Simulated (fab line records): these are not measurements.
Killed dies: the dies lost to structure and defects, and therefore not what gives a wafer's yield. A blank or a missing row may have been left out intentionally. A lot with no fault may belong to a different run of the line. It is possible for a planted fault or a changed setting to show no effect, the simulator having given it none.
The tool behind it: which one? ; flow nand harc ; Sampling: 13 lots, 39 wafers, 5 of 1159 route steps

== WHAT THE GAUGES READ, wafer by wafer ==
NHARC_A_BONDPAD_OVL_MEAS_35. Usual: overlay x nm -1 nm, standard deviation 7.3; overlay y nm 0 nm, standard deviation 4.9.
lot;measured;on;overlay x nm (nm);overlay y nm (nm);flag
L287;day 18 02:53;overlay-02;-1 -2 -1;2 2 2;
L285;day 18 05:59;overlay-01;-2 -1 -1;2 1 2;
L290;day 18 08:49;overlay-02;-4 -5 -4;-10 -10 -10;
L289;day 18 11:41;overlay-01;13 13 13;4 4 4;
L292;day 19 09:52;overlay-02;-11 -11 -11;-1 -1 -1;
L295;day 20 09:35;overlay-02;-6 -6 -6;0 0 0;
L296;day 21 01:25;overlay-01;5 5 5;-9 -9 -8;
L297;day 21 01:46;overlay-02;15 15 15;-2 -3 -2;
L298;day 21 09:02;overlay-02;-5 -5 -5;-13 -13 -12;
L302;day 21 23:13;overlay-01;-14 -13 -13;7 8 7;
L301;day 22 00:25;overlay-02;-5 -5 -5;4 4 4;
L304;day 22 05:10;overlay-02;3 3 3;0 0 0;
L305;day 22 20:19;overlay-01;-1 -1 -1;0 0 0;

NHARC_END_SORT_01. Usual: defect limited yield 95.8 %, standard deviation 1.2; killed at array 24, standard deviation 7.4; killed at other 0.5, standard deviation 0.81; killed at periphery 3.4, standard deviation 2.3; killed dies 28, standard deviation 8; killed open 3.4, standard deviation 1.8; killed short 2.0, standard deviation 1.4; sort_bin_2_pct 1.3 %, standard deviation 0.54; sort_bin_3_pct 0.23 %, standard deviation 0.2; sort_bin_4_pct 2.7 %, standard deviation 0.77; sort n pass 649, standard deviation 8; sort rim yield pct 94.2 %, standard deviation 2.7; sort yield pct 95.8 %, standard deviation 1.2.
lot;measured;on;defect limited yield (%);killed at array;killed at other;killed at periphery;killed dies;killed open;killed short;sort_bin_2_pct (%);sort_bin_3_pct (%);sort_bin_4_pct (%);sort n pass;sort rim yield pct (%);sort yield pct (%);flag
L287;day 19 10:56;prober-02;96.0 95.6 96.3;24 23 21;0 2 2;3 5 2;27 30 25;5 3 5;1 0 0;0.9 1.8 1.0;0.15 0.30 0;3.0 2.4 2.7;650 647 652;95.3 93.4 98.1;96.0 95.6 96.3;
L285;day 19 18:47;prober-01;96.5 97.2 96.8;19 10 20;2 4 2;3 5 0;24 19 22;5 8 5;0 2 2;0.9 0.7 0.7;0.15 0 0;2.5 2.1 2.5;653 658 655;94.3 95.3 98.1;96.5 97.2 96.8;
L290;day 20 02:28;prober-02;96.5 96.0 97.6;21 23 14;0 0 0;3 4 2;24 27 16;2 4 3;2 1 1;0.6 0.7 0.4;0 0.15 0;3.0 3.1 1.9;653 650 661;91.5 90.6 94.3;96.5 96.0 97.6;
L289;day 20 03:19;prober-01;97.0 97.2 96.8;20 18 20;0 1 1;0 0 1;20 19 22;3 4 2;2 0 1;0.7 0.7 1.3;0.30 0.15 0;1.9 1.9 1.9;657 658 655;94.3 93.4 93.4;97.0 97.2 96.8;
L292;day 20 19:17;prober-02;94.5 96.2 97.5;33 25 16;0 0 0;4 1 1;37 26 17;6 3 2;1 2 2;1.9 1.0 0.7;0.15 0 0.44;3.4 2.8 1.3;640 651 660;89.6 93.4 93.4;94.5 96.2 97.5;
L295;day 21 17:27;prober-01;94.5 95.1 95.0;30 24 27;0 0 0;7 9 7;37 33 34;3 5 4;1 2 2;2.4 1.5 2.1;0.30 0.44 0.30;2.8 3.0 2.7;640 644 643;95.3 95.3 93.4;94.5 95.1 95.0;
L296;day 22 20:52;prober-02;0 0 96.9;15 16 20;662 660 0;0 1 1;677 677 21;3 2 0;1 2 2;0.9 0.7 0.4;97.78 97.49 0.44;1.3 1.8 2.2;0 0 656;0 0 94.3;0 0 96.9;OFF
L297;day 22 13:55;prober-02;0 96.5 96.3;17 15 20;655 0 2;5 9 3;677 24 25;2 5 5;1 1 4;0.9 1.5 1.3;96.75 0.30 0.30;2.4 1.8 2.1;0 653 652;0 97.2 96.2;0 96.5 96.3;OFF
L298;day 22 13:58;prober-01;95.4 96.3 95.7;24 23 27;0 0 0;7 2 2;31 25 29;5 6 5;2 2 1;0.7 0.7 0.9;0.30 0.30 0.30;3.5 2.7 3.1;646 652 648;96.2 92.5 94.3;95.4 96.3 95.7;
L302;day 23 10:17;prober-01;94.5 96.0 95.9;30 24 26;2 1 0;5 2 2;37 27 28;5 3 1;5 1 1;1.8 0.7 1.0;0.44 0.15 0.44;3.2 3.1 2.7;640 650 649;94.3 92.5 93.4;94.5 96.0 95.9;
L301;day 23 10:20;prober-02;95.4 95.1 95.0;26 28 27;0 0 1;5 5 6;31 33 34;5 1 4;1 3 3;1.3 0.9 1.5;0.15 0.44 0.44;3.1 3.5 3.1;646 644 643;95.3 96.2 95.3;95.4 95.1 95.0;
L304;day 23 19:01;prober-02;93.6 95.0 95.7;34 28 22;0 0 0;9 6 7;43 34 29;3 4 3;2 3 0;0.7 1.8 1.9;1.18 0.59 0.15;4.4 2.7 2.2;634 643 648;91.5 88.7 93.4;93.6 95.0 95.7;
L305;day 24 09:38;prober-01;96.2 96.6 96.5;22 19 21;0 1 0;4 3 3;26 23 24;4 7 2;0 1 2;1.3 1.2 1.5;0.15 0 0;2.4 2.2 2.1;651 654 653;97.2 96.2 99.1;96.2 96.6 96.5;

== WHICH TOOL RAN EACH LOT (tool, then ch and the chambers of the sampled wafers, then the start) ==
lot;NHARC_A_M1_CMP_23;NHARC_A_BONDPAD_DEGAS_25;NHARC_THIN_TSV_PVD_24
L287;cmp-04 ch 1,2,3, day 18 00:24;pvd sputter-02, day 18 04:00;pvd sputter-03, day 18 21:43
L285;cmp-04 ch 2,3, day 18 03:29;pvd sputter-03, day 18 07:05;pvd sputter-01, day 19 04:08
L290;cmp-04 ch 0,3, day 18 06:19;pvd sputter-02, day 18 10:01;pvd sputter-02, day 19 06:16
L289;cmp-04 ch 1,2, day 18 09:19;pvd sputter-03, day 18 12:45;pvd sputter-01, day 19 10:51
L292;cmp-03 ch 0,1,3, day 19 07:23;pvd sputter-02, day 19 11:02;pvd sputter-02, day 20 09:34
L295;cmp-03 ch 2,3, day 20 06:58;pvd sputter-01, day 20 10:40;pvd sputter-01, day 21 08:02
L296;cmp-04 ch 2,3, day 20 22:16;pvd sputter-03, day 21 02:32;pvd sputter-03, day 22 02:32
L297;cmp-02 ch 0,2,3, day 20 23:16;pvd sputter-01, day 21 02:56;pvd sputter-03, day 22 01:40
L298;cmp-04 ch 1,2, day 21 06:29;pvd sputter-01, day 21 10:07;pvd sputter-02, day 22 05:21
L302;cmp-03 ch 2,3, day 21 20:36;pvd sputter-03, day 22 00:22;pvd sputter-02, day 23 00:50
L301;cmp-04 ch 0,1,2, day 21 21:31;pvd sputter-03, day 22 01:37;pvd sputter-01, day 23 03:10
L304;cmp-04 ch 0,3, day 22 02:43;pvd sputter-03, day 22 06:16;pvd sputter-01, day 23 05:16
L305;cmp-04 ch 1,3, day 22 17:46;pvd sputter-01, day 22 21:59;pvd sputter-01, day 23 18:59
- NHARC_A_M1_CMP_23: polishes, t overpolish 20 s, target thk 154.34 nm.
- NHARC_A_BONDPAD_DEGAS_25: time 60 s.
- NHARC_THIN_TSV_PVD_24: deposits Al, target thk 800 nm.

== AS READ BY THE TOOLS THEMSELVES (means over the sampled wafers that have a number; for cases with no such wafer, the mark the record gives instead) ==
NHARC_A_M1_CMP_23. Usual: motor current A 12.9 A, standard deviation 1.6; time to endpoint s 29.5 s, standard deviation 1.9.
lot;tool;motor current A (A);time to endpoint s (s);flag
L287;cmp-04;12.3;30.3;
L285;cmp-04;11.8;28.6;
L290;cmp-04;12.7;26.9;
L289;cmp-04;13.8;29.3;
L292;cmp-03;14.2;32.5;
L295;cmp-03;11.5;29.6;
L296;cmp-04;11.5;30.1;
L297;cmp-02;12.3;28.4;
L298;cmp-04;12.8;29.7;
L302;cmp-03;12.5;31.6;
L301;cmp-04;13.8;28.9;
L304;cmp-04;12.8;28.0;
L305;cmp-04;13.7;29.6;

NHARC_A_BONDPAD_DEGAS_25. Usual: heater power w reads 462 W (standard deviation 50).
lot;tool;heater power w (W);flag
L287;pvd sputter-02;447;
L285;pvd sputter-03;513;
L290;pvd sputter-02;444;
L289;pvd sputter-03;463;
L292;pvd sputter-02;439;
L295;pvd sputter-01;462;
L296;pvd sputter-03;431;
L297;pvd sputter-01;493;
L298;pvd sputter-01;426;
L302;pvd sputter-03;501;
L301;pvd sputter-03;464;
L304;pvd sputter-03;511;
L305;pvd sputter-01;506;

== THE ANSWER, worked out from the rows above alone ==
Rule: take the mean of a lot's wafers that have a number; if it is more than 3 standard deviations from the usual mean, the lot is off. A lot without any number at a reading at which 4 lots or more have one is off too. Any other lot the step has rows for is counted as sound. The gauges are gone through in route order, then the tools' own readings, and for those a lot's mean is taken as printed above. At the first step where some lot is off, the reading lying furthest off is the one used; lots without a number count as furthest.
Off at NHARC_END_SORT_01 (killed at other): L296, L297.
If a tool, at a process step before that reading, ran all the lots that are off and no sound lot after the first of them, it fits. Those tools and the gauges at NHARC_END_SORT_01 are tried in the same way. One candidate fits, namely pvd sputter-03 at NHARC_THIN_TSV_PVD_24. A fault onset in the window from L287 (day 18 21:43, its last sound lot) to L297 (day 22 01:40, its first lot off) fits.

== WHAT THE SIMULATOR HAD PUT IN ==
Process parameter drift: pvd sputter-03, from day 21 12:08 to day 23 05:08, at NHARC_THIN_TSV_PVD_24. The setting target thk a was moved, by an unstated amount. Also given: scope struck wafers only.
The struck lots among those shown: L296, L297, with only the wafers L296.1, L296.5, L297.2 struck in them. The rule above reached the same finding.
